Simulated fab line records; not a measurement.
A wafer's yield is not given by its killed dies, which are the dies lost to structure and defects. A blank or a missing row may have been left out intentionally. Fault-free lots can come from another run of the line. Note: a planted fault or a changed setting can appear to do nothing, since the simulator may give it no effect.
fab line records | flow nand_harc
record lots=11 | wafers=33 | last_day=33
route steps=1302 shown A_STAIRCASE@705 END@1302
lots with no fault: from the same line, run without faults
start_h: start of the lot's first displayed wafer, in hours after the record's first day | wait_h: hours from the lot's prior step to this one | " repeats the value in the row above | L1.1+2: several wafers, shown together as one row | - value missing, or start not given | * or withheld: withheld | < > ~ a bound
route shown NAME@n: a module of which the file shows steps, and the number in the route of the first | usual: mean/standard deviation of fault-free wafers | same: alike in all rows | chamber/n: place in a boat | sites: per-site readings | _std_site: the values' standard deviation | _edge_site: inner sites' mean taken away from outer sites' mean | radius_mm: for every site, how far away it sits from the centre of the wafer | mask NAME#n: copy n | behind: the most recent tool/chamber to have shaped the wafer | hold: cause of the lot's hold/its duration in hours/its outcome | device: whichever transistor did not switch (one of n, p or np) | end of line: the route-end tests of the same wafers | where a step has no rows: the recipe by itself | killed: dies lost to structure and defects at the first sort, not the wafer's yield | map: a wafer's dies, x killed, . not, _ none there
set.NAME: the setting the step ran with; set.NAME@STEP: the setting that earlier step ran with | model.NAME: the simulator's own value behind a step, which no gauge read
a sample of lots followed through the steps of the route, with each step as a table and each wafer as a row
services: a tool's chamber out of use, with start hour (start_h, from the record's first day; less than 0 if before it), hours out, and reason
## steps
# step NHARC_A_STAIRCASE_TRIM_191
# recipe time_s=211.2 | o2_flow_sccm=500 | ar_flow_sccm=0 | bias_w=0 | chemistry=O2
# usual drypump_motor_current_A=5.6/0.51 | o2_flow_sccm=500.0/1.5 | oes_product_au=1.000/0.0075 | rf_vpp_V=57.7/0.77 | run_length_s=232.5/0.44 | showerhead_plenum_p_Torr=3.48/0.12 | throttle_valve_pct=17.036/0.0091
# same bias_w=0
lot.wafer | tool        | chamber | start_h | wait_h | drypump_motor_current_A | o2_flow_sccm | oes_product_au | rf_hours_counter_h | rf_vpp_V | run_length_s | showerhead_plenum_p_Torr | throttle_valve_pct
L116.4    | rie_diel-05 | 0       | -       | -      | 6.1                     | 502.3        | 1.006          | 38                 | 56.9     | 232.8        | 3.53                     | 17.024
L116.3    | "           | 3       | "       | "      | 4.9                     | 498.5        | 0.999          | 35                 | 56.7     | 233.0        | 3.39                     | 17.024
L116.5    | "           | 0       | "       | "      | 6.1                     | 501.6        | 0.996          | -                  | 57.4     | 232.4        | 3.53                     | 17.042
L115.3    | rie_diel-05 | 0       | -       | -      | 6.1                     | 499.6        | 1.010          | 45                 | 57.9     | 232.4        | 3.53                     | 17.042
L115.4    | "           | 1       | "       | "      | 4.8                     | 499.1        | 1.005          | 48                 | 57.9     | 232.2        | 3.62                     | 17.037
L115.6    | "           | 1       | "       | "      | 4.8                     | 501.6        | 1.009          | -                  | 58.1     | 232.9        | 3.62                     | 17.040
L118.1    | rie_diel-05 | 0       | -       | -      | 6.2                     | 499.8        | 1.009          | 47                 | 58.1     | 232.6        | 3.53                     | 17.026
L118.4    | "           | 1       | "       | "      | 4.8                     | 501.1        | 1.019          | 51                 | 56.6     | 232.6        | 3.62                     | 17.037
L118.6    | "           | 3       | "       | "      | 4.9                     | 499.8        | 1.004          | -                  | 57.4     | 232.8        | 3.39                     | 17.032
L117.2    | rie_diel-05 | 1       | -       | -      | 4.8                     | 498.2        | 1.002          | 51                 | 57.7     | 233.0        | 3.62                     | 17.039
L117.1    | "           | 2       | "       | "      | 6.2                     | 500.4        | 1.003          | 47                 | 57.6     | 232.9        | 3.47                     | 17.042
L117.4    | "           | 3       | "       | "      | 4.9                     | 502.1        | 0.997          | 44                 | 58.0     | 232.7        | 3.39                     | 17.038
L119.1    | rie_diel-04 | 3       | -       | -      | 6.2                     | 498.1        | 0.995          | 9                  | 56.7     | 232.3        | 3.57                     | 17.032
L119.5    | "           | 3       | "       | "      | 6.2                     | 500.0        | 0.994          | -                  | 56.9     | 232.3        | 3.57                     | 17.048
L119.6    | "           | 0       | "       | "      | 5.6                     | 498.8        | 1.013          | -                  | 58.3     | 233.0        | 3.40                     | 17.031
L125.4    | rie_diel-02 | 0       | -       | -      | 5.1                     | 499.4        | 0.990          | -                  | 59.1     | 231.8        | 3.40                     | 17.024
L125.5    | "           | 0       | "       | "      | 5.1                     | 499.9        | 0.996          | -                  | 57.6     | 232.3        | 3.40                     | 17.027
L125.6    | "           | 2       | "       | "      | 5.7                     | 498.1        | 0.999          | -                  | 58.5     | 232.2        | 3.55                     | 17.027
L126.1    | rie_diel-02 | 0       | -       | -      | 5.1                     | 498.9        | 0.993          | 25                 | 59.1     | 232.3        | 3.40                     | 17.037
L126.3    | "           | 2       | "       | "      | 5.7                     | 498.8        | 1.000          | -                  | 56.9     | 232.5        | 3.55                     | 17.044
L126.5    | "           | 2       | "       | "      | 5.7                     | 500.4        | 0.995          | -                  | 58.2     | 232.3        | 3.55                     | 17.032
L127.3    | rie_diel-05 | 0       | -       | -      | 6.1                     | 499.0        | 1.006          | 22                 | 59.0     | 232.3        | 3.51                     | 17.041
L127.5    | "           | 3       | "       | "      | 4.9                     | 501.8        | 0.995          | -                  | 57.2     | 233.1        | 3.38                     | 17.022
L127.6    | "           | 0       | "       | "      | 6.1                     | 500.0        | 1.002          | -                  | 57.6     | 232.4        | 3.51                     | 17.028
L128.2    | rie_diel-04 | 1       | -       | -      | 5.8                     | 501.3        | 0.998          | 40                 | 57.3     | 232.1        | 3.45                     | 17.019
L128.1    | "           | 3       | "       | "      | 6.2                     | 498.1        | 0.993          | 35                 | 58.4     | 232.0        | 3.56                     | 17.034
L128.5    | "           | 1       | "       | "      | 5.9                     | 502.9        | 1.000          | -                  | 57.5     | 232.2        | 3.45                     | 17.037
L135.2    | rie_diel-02 | 3       | -       | -      | 5.6                     | 500.2        | 1.011          | 31                 | 57.5     | 233.3        | 3.29                     | 17.046
L135.3    | "           | 2       | "       | "      | 5.7                     | 500.0        | 1.010          | 57                 | 57.9     | 232.9        | 3.54                     | 17.034
L135.6    | "           | 3       | "       | "      | 5.6                     | 500.0        | 1.003          | -                  | 56.2     | 233.3        | 3.29                     | 17.025
L138.1    | rie_diel-02 | 0       | -       | -      | 5.1                     | 499.8        | 1.008          | 2                  | 57.7     | 231.9        | 3.38                     | 17.020
L138.6    | "           | 1       | "       | "      | 5.7                     | 500.0        | 1.007          | -                  | 57.3     | 232.6        | 3.77                     | 17.031
L138.5    | "           | 2       | "       | "      | 5.7                     | 497.5        | 0.996          | -                  | 56.9     | 232.8        | 3.53                     | 17.022
# step NHARC_A_STAIRCASE_TRIM_196
# recipe time_s=211.2 | o2_flow_sccm=500 | ar_flow_sccm=0 | bias_w=0 | chemistry=O2
# usual drypump_motor_current_A=5.6/0.51 | o2_flow_sccm=499.9/1.3 | oes_product_au=1.000/0.0077 | rf_vpp_V=57.6/0.85 | run_length_s=232.4/0.46 | showerhead_plenum_p_Torr=3.47/0.11 | throttle_valve_pct=17.038/0.0096
# same bias_w=0
lot.wafer | tool        | chamber | start_h | wait_h | drypump_motor_current_A | o2_flow_sccm | oes_product_au | rf_hours_counter_h | rf_vpp_V | run_length_s | showerhead_plenum_p_Torr | throttle_valve_pct
L116.4    | rie_diel-04 | 2       | 352.79  | 0.1    | 5.1                     | 500.2        | 0.995          | 50                 | 56.4     | 231.7        | 3.36                     | 17.042
L116.3    | "           | 3       | "       | "      | 6.2                     | 499.3        | 0.990          | 48                 | 57.9     | 232.3        | 3.58                     | 17.045
L116.5    | "           | 0       | "       | "      | 5.6                     | 500.4        | 1.001          | -                  | 56.9     | 233.0        | 3.41                     | 17.042
L115.3    | rie_diel-05 | 1       | 376.18  | 0.1    | 4.8                     | 499.7        | 1.007          | 49                 | 58.6     | 232.2        | 3.62                     | 17.032
L115.4    | "           | 2       | "       | "      | 6.2                     | 499.2        | 0.999          | 45                 | 57.6     | 232.5        | 3.48                     | 17.035
L115.6    | "           | 1       | "       | "      | 4.8                     | 501.6        | 1.012          | -                  | 57.4     | 232.3        | 3.62                     | 17.051
L118.1    | rie_diel-05 | 1       | 382.59  | 0.2    | 4.8                     | 500.9        | 1.005          | 51                 | 58.2     | 232.5        | 3.61                     | 17.030
L118.4    | "           | 2       | "       | "      | 6.3                     | 501.1        | 0.996          | 48                 | 58.3     | 232.8        | 3.47                     | 17.039
L118.6    | "           | 3       | "       | "      | 4.9                     | 498.9        | 0.989          | -                  | 56.7     | 232.8        | 3.39                     | 17.012
L117.1    | rie_diel-04 | 1       | 382.95  | 0.2    | 5.9                     | 498.9        | 1.001          | 4                  | 57.2     | 232.2        | 3.47                     | 17.055
L117.4    | "           | 3       | "       | "      | 6.1                     | 500.5        | 0.993          | 4                  | 58.1     | 232.1        | 3.58                     | 17.055
L117.2    | "           | 0       | "       | "      | 5.6                     | 500.2        | 0.997          | 4                  | 58.0     | 233.2        | 3.41                     | 17.045
L119.1    | rie_diel-04 | 2       | 397.48  | 0.1    | 5.1                     | 502.7        | 1.013          | 10                 | 57.6     | 231.7        | 3.35                     | 17.034
L119.5    | "           | 2       | "       | "      | 5.1                     | 497.9        | 0.997          | -                  | 57.1     | 231.8        | 3.35                     | 17.051
L119.6    | "           | 3       | "       | "      | 6.2                     | 500.7        | 0.998          | -                  | 57.4     | 232.0        | 3.57                     | 17.031
L125.4    | rie_diel-02 | 2       | 470.13  | 0.2    | 5.8                     | 499.0        | 0.999          | -                  | 57.7     | 232.5        | 3.55                     | 17.042
L125.6    | "           | 0       | "       | "      | 5.1                     | 501.9        | 0.998          | -                  | 57.2     | 231.6        | 3.40                     | 17.045
L125.5    | "           | 2       | "       | "      | 5.8                     | 498.3        | 0.987          | -                  | 57.9     | 232.2        | 3.55                     | 17.044
L126.1    | rie_diel-04 | 0       | 474.38  | 0.1    | 5.6                     | 497.8        | 0.997          | 39                 | 56.6     | 233.0        | 3.39                     | 17.041
L126.3    | "           | 1       | "       | "      | 5.9                     | 498.9        | 1.004          | 39                 | 58.2     | 232.3        | 3.45                     | 17.031
L126.5    | "           | 0       | "       | "      | 5.6                     | 500.2        | 1.000          | -                  | 58.6     | 232.8        | 3.39                     | 17.024
L127.3    | rie_diel-05 | 2       | 475.16  | 0.1    | 6.3                     | 501.3        | 0.989          | 19                 | 56.9     | 232.4        | 3.46                     | 17.029
L127.6    | "           | 0       | "       | "      | 6.1                     | 499.6        | 1.006          | -                  | 59.2     | 232.4        | 3.51                     | 17.036
L127.5    | "           | 1       | "       | "      | 4.8                     | 499.7        | 0.999          | -                  | 57.5     | 232.8        | 3.60                     | 17.059
L128.1    | rie_diel-04 | 0       | 478.09  | 0.1    | 5.7                     | 502.7        | 1.016          | 41                 | 55.4     | 233.0        | 3.38                     | 17.032
L128.2    | "           | 1       | "       | "      | 5.9                     | 498.8        | 1.000          | 40                 | 58.5     | 232.1        | 3.45                     | 17.026
L128.5    | "           | 1       | "       | "      | 5.8                     | 498.8        | 1.004          | -                  | 57.6     | 232.1        | 3.45                     | 17.050
L135.2    | rie_diel-04 | 2       | 569.82  | 0.1    | 5.1                     | 500.6        | 1.009          | 10                 | 58.8     | 232.0        | 3.32                     | 17.041
L135.3    | "           | 0       | "       | "      | 5.6                     | 501.9        | 1.001          | 4                  | 57.0     | 232.8        | 3.37                     | 17.051
L135.6    | "           | 3       | "       | "      | 6.2                     | 500.6        | 1.007          | -                  | 58.7     | 232.2        | 3.55                     | 17.040
L138.1    | rie_diel-04 | 1       | 590.88  | 0.1    | 5.9                     | 499.2        | 0.997          | 18                 | 58.4     | 232.7        | 3.43                     | 17.033
L138.5    | "           | 2       | "       | "      | 5.1                     | 499.0        | 1.007          | -                  | 57.0     | 231.7        | 3.32                     | 17.045
L138.6    | "           | 3       | "       | "      | 6.2                     | 499.8        | 1.012          | -                  | 58.2     | 232.1        | 3.54                     | 17.038
# step NHARC_A_STAIRCASE_TRIM_198
# recipe time_s=211.2 | o2_flow_sccm=500 | ar_flow_sccm=0 | bias_w=0 | chemistry=O2
# usual drypump_motor_current_A=5.6/0.52 | o2_flow_sccm=500.1/1.5 | oes_product_au=1.000/0.0077 | rf_vpp_V=57.6/0.87 | run_length_s=232.4/0.43 | showerhead_plenum_p_Torr=3.47/0.11 | throttle_valve_pct=17.037/0.0083
# same bias_w=0
lot.wafer | tool        | chamber | start_h | wait_h | drypump_motor_current_A | o2_flow_sccm | oes_product_au | rf_hours_counter_h | rf_vpp_V | run_length_s | showerhead_plenum_p_Torr | throttle_valve_pct
L116.3    | rie_diel-04 | 2       | 353.03  | -      | 5.1                     | 501.5        | 0.992          | 50                 | 57.2     | 231.6        | 3.36                     | 17.047
L116.4    | "           | 3       | "       | "      | 6.1                     | 499.3        | 0.988          | 48                 | 59.1     | 232.4        | 3.58                     | 17.025
L116.5    | "           | 2       | "       | "      | 5.1                     | 499.8        | 1.004          | -                  | 56.9     | 232.1        | 3.36                     | 17.030
L115.3    | rie_diel-05 | 0       | 376.46  | -      | 6.1                     | 499.8        | 0.999          | 45                 | 57.9     | 232.8        | 3.53                     | 17.033
L115.4    | "           | 2       | "       | "      | 6.3                     | 498.7        | 0.997          | 46                 | 57.5     | 233.0        | 3.48                     | 17.025
L115.6    | "           | 0       | "       | "      | 6.1                     | 499.0        | 1.009          | -                  | 57.3     | 232.5        | 3.53                     | 17.041
L118.1    | rie_diel-05 | 0       | 382.87  | -      | 6.1                     | 499.8        | 1.018          | 48                 | 57.0     | 232.3        | 3.53                     | 17.039
L118.4    | "           | 3       | "       | "      | 4.9                     | 499.1        | 1.007          | 44                 | 56.9     | 232.9        | 3.39                     | 17.041
L118.6    | "           | 1       | "       | "      | 4.8                     | 497.9        | 1.013          | -                  | 56.1     | 232.1        | 3.62                     | 17.045
L117.4    | rie_diel-04 | 0       | 383.23  | -      | 5.7                     | 502.0        | 0.994          | 4                  | 57.0     | 232.7        | 3.40                     | 17.042
L117.1    | "           | 1       | "       | "      | 5.9                     | 500.1        | 1.007          | 4                  | 58.1     | 232.2        | 3.47                     | 17.040
L117.2    | "           | 2       | "       | "      | 5.1                     | 496.2        | 0.999          | 4                  | 57.7     | 231.6        | 3.35                     | 17.040
L119.1    | rie_diel-04 | 3       | 397.77  | -      | 6.2                     | 500.2        | 0.998          | 10                 | 57.3     | 232.3        | 3.57                     | 17.038
L119.5    | "           | 2       | "       | "      | 5.1                     | 502.2        | 1.001          | -                  | 57.4     | 231.9        | 3.35                     | 17.038
L119.6    | "           | 3       | "       | "      | 6.2                     | 496.4        | 0.999          | -                  | 58.0     | 232.4        | 3.57                     | 17.050
L125.4    | rie_diel-02 | 0       | 470.51  | 0.2    | 5.1                     | 502.2        | 1.003          | -                  | 56.4     | 231.7        | 3.40                     | 17.059
L125.6    | "           | 2       | "       | "      | 5.7                     | 501.1        | 1.005          | -                  | 57.8     | 232.3        | 3.55                     | 17.041
L125.5    | "           | 0       | "       | "      | 5.1                     | 501.0        | 0.991          | -                  | 57.0     | 232.1        | 3.40                     | 17.044
L126.1    | rie_diel-04 | 3       | 474.68  | -      | 6.1                     | 499.5        | 0.994          | 35                 | 57.7     | 232.2        | 3.56                     | 17.037
L126.3    | "           | 1       | "       | "      | 5.9                     | 499.1        | 0.999          | 39                 | 58.6     | 232.1        | 3.45                     | 17.039
L126.5    | "           | 3       | "       | "      | 6.1                     | 502.2        | 0.987          | -                  | 57.8     | 232.3        | 3.56                     | 17.039
L127.3    | rie_diel-05 | 2       | 475.42  | -      | 6.2                     | 502.0        | 0.987          | 19                 | 58.9     | 232.5        | 3.46                     | 17.026
L127.5    | "           | 0       | "       | "      | 6.1                     | 499.8        | 0.998          | -                  | 57.4     | 232.7        | 3.51                     | 17.020
L127.6    | "           | 1       | "       | "      | 4.8                     | 500.7        | 0.998          | -                  | 58.1     | 232.2        | 3.60                     | 17.033
L128.2    | rie_diel-04 | 2       | 478.38  | -      | 5.1                     | 501.0        | 0.988          | 35                 | 57.2     | 232.4        | 3.34                     | 17.039
L128.1    | "           | 0       | "       | "      | 5.6                     | 497.7        | 0.999          | 41                 | 59.1     | 233.6        | 3.38                     | 17.045
L128.5    | "           | 2       | "       | "      | 5.1                     | 499.5        | 0.995          | -                  | 58.0     | 232.4        | 3.34                     | 17.036
L135.3    | rie_diel-04 | 3       | 570.10  | -      | 6.2                     | 499.5        | 1.006          | 9                  | 57.1     | 232.3        | 3.55                     | 17.031
L135.2    | "           | 1       | "       | "      | 5.9                     | 501.9        | 1.004          | 12                 | 57.4     | 239.0        | 3.43                     | 17.040
L135.6    | "           | 3       | "       | "      | 6.2                     | 500.7        | 0.997          | -                  | 56.6     | 239.0        | 3.55                     | 17.037
L138.1    | rie_diel-04 | 3       | 591.14  | -      | 6.2                     | 496.8        | 1.004          | 16                 | 58.4     | 232.7        | 3.54                     | 17.035
L138.6    | "           | 2       | "       | "      | 5.1                     | 500.7        | 1.005          | -                  | 58.3     | 238.6        | 3.32                     | 17.033
L138.5    | "           | 3       | "       | "      | 6.2                     | 498.8        | 1.003          | -                  | 58.1     | 232.1        | 3.54                     | 17.038
# step NHARC_A_STAIRCASE_ETCH_203
# recipe target_depth_a=1000 | time_s=40.5 | ion_energy_ev=400 | c4f8_flow_sccm=20 | o2_flow_sccm=10 | ar_flow_sccm=withheld | rf_w=600 | bias_w=1000 | chemistry=C4F8/O2
# usual bias_w=1000/3.2 | oes_product_au=0.944/0.0094 | rf_vpp_V=894/4
lot.wafer | tool        | chamber | start_h | wait_h | bias_w | oes_product_au | rf_hours_counter_h | rf_vpp_V
L116.3    | rie_diel-04 | 3       | -       | -      | 1003   | 0.933          | 49                 | 897
L116.4    | "           | 0       | "       | "      | 998    | 0.944          | 52                 | 892
L116.5    | "           | 0       | "       | "      | 994    | 0.941          | -                  | 890
L115.4    | rie_diel-05 | 1       | -       | -      | 996    | 0.960          | 49                 | 900
L115.3    | "           | 3       | "       | "      | 1000   | 0.940          | 42                 | 892
L115.6    | "           | 2       | "       | "      | 995    | 0.949          | -                  | 892
L118.4    | rie_diel-05 | 0       | -       | -      | 1000   | 0.951          | 48                 | 897
L118.1    | "           | 1       | "       | "      | 998    | 0.945          | 52                 | 899
L118.6    | "           | 2       | "       | "      | 997    | 0.945          | -                  | 893
L117.2    | rie_diel-04 | 0       | -       | -      | 997    | 0.958          | 4                  | 892
L117.4    | "           | 1       | "       | "      | 1001   | 0.940          | 5                  | 895
L117.1    | "           | 2       | "       | "      | 997    | 0.938          | 5                  | 890
L119.1    | rie_diel-04 | 3       | -       | -      | 998    | 0.936          | 10                 | 898
L119.6    | "           | 3       | "       | "      | 998    | 0.937          | -                  | 897
L119.5    | "           | 0       | "       | "      | 1006   | 0.942          | -                  | 891
L125.4    | rie_diel-02 | 2       | -       | -      | 1004   | 0.935          | -                  | 896
L125.6    | "           | 2       | "       | "      | 1000   | 0.930          | -                  | 897
L125.5    | "           | 0       | "       | "      | 1000   | 0.947          | -                  | 890
L126.1    | rie_diel-04 | 3       | -       | -      | 1001   | 0.939          | 35                 | 898
L126.3    | "           | 2       | "       | "      | 1001   | 0.945          | 35                 | 889
L126.5    | "           | 3       | "       | "      | 999    | 0.946          | -                  | 897
L127.3    | rie_diel-05 | 2       | -       | -      | 999    | 0.948          | 19                 | 893
L127.5    | "           | 3       | "       | "      | 1003   | 0.930          | -                  | 890
L127.6    | "           | 0       | "       | "      | 1001   | 0.939          | -                  | 895
L128.1    | rie_diel-04 | 1       | -       | -      | 1000   | 0.961          | 41                 | 894
L128.2    | "           | 2       | "       | "      | 1001   | 0.937          | 36                 | 888
L128.5    | "           | 1       | "       | "      | 1000   | 0.943          | -                  | 893
L135.3    | rie_diel-04 | 0       | -       | -      | 999    | 0.943          | 5                  | 891
L135.2    | "           | 2       | "       | "      | 998    | 0.954          | 11                 | 887
L135.6    | "           | 1       | "       | "      | 1002   | 0.932          | -                  | 893
L138.1    | rie_diel-04 | 3       | -       | -      | 997    | 0.932          | 17                 | 896
L138.5    | "           | 1       | "       | "      | 998    | 0.931          | -                  | 891
L138.6    | "           | 2       | "       | "      | 995    | 0.930          | -                  | 889
# step NHARC_END_SORT_01
# recipe temp_c=25
# usual killed_at_array=53/18 | killed_at_other=0.9/1.3 | killed_at_periphery=4/3.1 | killed_dies=58/18 | killed_open=3.4/2 | killed_short=2.5/1.8
# same gross_dies=677
lot.wafer | tool      | chamber | start_h | wait_h | killed_at_array | killed_at_other | killed_at_periphery | killed_dies | killed_open | killed_short
L128.1    | prober-02 | 0       | 689.49  | 2.5    | 30              | 0               | 1                   | 31          | 5           | 2
L128.2    | prober-02 | 0       | 690.29  | 2.8    | 49              | 1               | 1                   | 51          | 1           | 1
L128.5    | prober-02 | 0       | 692.70  | 3.7    | 46              | 0               | 1                   | 47          | 4           | 0
# killed by level:class
L128.1 A_CHANNEL_HOLE_D1:chamber_film_flake=19 A_STAIRCASE:chamber_film_flake=3 A_WL_FILL:chamber_film_flake=2 P_M1:geometric_particle:open=1 A_ONON_D1:geometric_particle:open=1 A_CHANNEL_FILL_D1:geometric_particle:open=1 A_DECK1_JOINT:geometric_particle:short=1 A_CHANNEL_FILL_D2:geometric_particle:short=1
L128.2 A_CHANNEL_HOLE_D1:chamber_film_flake=44 A_STAIRCASE:chamber_film_flake=2 A_CONTACT:chamber_film_flake=2 P_ZERO_WELL:geometric_particle:open=1 STARTING-WAFER:geometric_particle:short=1 A_WL_FILL:chamber_film_flake=1
L128.5 A_CHANNEL_HOLE_D1:chamber_film_flake=38 A_SLIT:chamber_film_flake=2 A_DECK1_JOINT:geometric_particle:open=1 A_ONON_D2:geometric_particle:open=1 A_BLC:geometric_particle:open=1 A_M1:geometric_particle:open=1 P_STI:chamber_film_flake=1 A_CHANNEL_HOLE_D2:chamber_film_flake=1
## services
tool        | chamber | start_h | hours | kind
rie_diel-02 | 2       | 329.92  | 27.3  | repair
rie_diel-04 | 0       | 335.62  | -     | clean
rie_diel-04 | 1       | 335.62  | -     | clean
rie_diel-04 | 2       | 335.62  | -     | clean
rie_diel-04 | 3       | 335.62  | -     | clean
rie_diel-04 | 0       | 355.73  | 9.0   | vent_cycle
rie_diel-04 | 2       | 355.73  | 9.0   | vent_cycle
rie_diel-04 | 0       | 364.73  | -     | clean
rie_diel-04 | 1       | 364.73  | -     | clean
rie_diel-04 | 2       | 364.73  | -     | clean
rie_diel-04 | 3       | 364.73  | -     | clean
rie_diel-04 | 0       | 389.23  | -     | clean
rie_diel-04 | 1       | 389.23  | -     | clean
rie_diel-04 | 2       | 389.23  | -     | clean
rie_diel-04 | 3       | 389.23  | -     | clean
rie_diel-02 | 3       | 394.60  | 6.4   | repair
rie_diel-05 | -       | 406.75  | 9.0   | pm
rie_diel-02 | 2       | 485.22  | 11.9  | repair
rie_diel-04 | -       | 518.10  | 0.4   | repair
rie_diel-04 | -       | 532.73  | 9.0   | pm
rie_diel-04 | 0       | 556.36  | 9.9   | repair
rie_diel-02 | -       | 571.95  | 9.0   | pm
rie_diel-04 | 2       | 578.68  | 6.6   | repair
rie_diel-05 | -       | 583.79  | 9.0   | pm
## key
first_sign step=NHARC_A_STAIRCASE_TRIM_198 | reading=run_length_s | direction=up | sigmas=15 | usual=* | struck=*
effect none on later readings
met_at NHARC_A_STAIRCASE_TRIM_198
struck_lots L135,L138
struck_wafers L135.2,L135.6,L138.6
tester_left_out L135,L138
not_acting_at NHARC_A_STAIRCASE_TRIM_191,NHARC_A_STAIRCASE_TRIM_196,NHARC_A_STAIRCASE_ETCH_203
onset_between 478.38 570.10
fault kind=process_parameter_drift | tool=rie_diel-04 | chamber=- | onset_h=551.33 | steps=NHARC_A_STAIRCASE_TRIM_198 | channel=time_s | offset=* | shape=step | end_h=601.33 | scope=struck_wafers_only | acts_in=* | stated=*
# tester_left_out: of these lots the tester's yield and bins aren't shown, on N5 and GAA mostly nor the transistor test; their killed dies are dies lost to structure and defects alone, not to doping, threshold or leakage, so they don't give the yield
